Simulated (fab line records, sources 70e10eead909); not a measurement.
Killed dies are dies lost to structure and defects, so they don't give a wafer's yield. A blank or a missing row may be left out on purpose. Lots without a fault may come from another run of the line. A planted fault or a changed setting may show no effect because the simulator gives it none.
Which tool did it? | flow nand_harc | 6 lots, 18 wafers sampled, at 4 steps of a route of 1159

WHAT THE GAUGES READ, wafer by wafer
NHARC_A_BONDPAD_THK_MEAS_20: measures by xrf.
lot  | measured     | on            | thk_nm (nm)
L821 | day 18 04:01 | film_metro-01 | 169.6 166.7 167.5
L819 | day 18 13:46 | film_metro-02 | 171.0 169.4 171.8
L830 | day 21 10:46 | film_metro-02 | 168.4 169.2 168.3
L837 | day 22 14:40 | film_metro-01 | 168.3 166.6 167.7
L839 | day 23 05:38 | film_metro-02 | 169.5 166.1 167.5
L841 | day 24 03:37 | film_metro-02 | 170.1 170.2 167.1

WHICH TOOL RAN EACH LOT (tool, then ch and the chambers of the sampled wafers, then the start)
lot  | NHARC_A_CONTACT_ETCH_130             | NHARC_A_BONDPAD_PRE_CLEAN_26            | NHARC_A_BONDPAD_PVD_27
L821 | har_cap_etch-03 ch 0,1, day 17 00:16 | pvd_sputter-01, day 18 04:01 or earlier | pvd_sputter-01, day 18 04:01 or earlier
L819 | har_cap_etch-02 ch 0,1, day 17 07:49 | pvd_sputter-01, day 18 13:46 or earlier | pvd_sputter-01, day 18 13:46 or earlier
L830 | har_cap_etch-03 ch 0,1, day 20 02:54 | pvd_sputter-03, day 21 10:46 or earlier | pvd_sputter-03, day 21 10:46 or earlier
L837 | har_cap_etch-01 ch 0,1, day 21 05:42 | pvd_sputter-02, day 22 14:40 or earlier | pvd_sputter-02, day 22 14:40 or earlier
L839 | har_cap_etch-01 ch 0,1, day 21 23:47 | pvd_sputter-01, day 23 05:38 or earlier | pvd_sputter-01, day 23 05:38 or earlier
L841 | har_cap_etch-02 ch 0, day 22 16:56   | pvd_sputter-03, day 24 03:37 or earlier | pvd_sputter-03, day 24 03:37 or earlier
- NHARC_A_CONTACT_ETCH_130: etches the open film in C4F8/O2/Ar, time 155 s, target depth 956 nm.
- NHARC_A_BONDPAD_PRE_CLEAN_26: time 30 s.
- NHARC_A_BONDPAD_PVD_27: deposits Cu, target thk 30 nm, time 20.49 s.

THE ANSWER, worked out from the rows above alone
Rule: what is usual is taken from the lots themselves. Put in order of their means at a reading, lots are off if they are a third of the lots or fewer, leave a main group of 4 or more, and stand apart from it by a gap of 3 or more times the standard deviation of the main group's means; of several such gaps the widest counts. A main group whose means are all the same, to the digits that the tables above print for the reading, isn't used. A lot without any number at a reading at which 4 lots or more have one is off too. The other lots that the step has rows for count as sound.
No lot is off at any reading shown: from this, nothing can be told.

WHAT THE SIMULATOR HAD PUT IN
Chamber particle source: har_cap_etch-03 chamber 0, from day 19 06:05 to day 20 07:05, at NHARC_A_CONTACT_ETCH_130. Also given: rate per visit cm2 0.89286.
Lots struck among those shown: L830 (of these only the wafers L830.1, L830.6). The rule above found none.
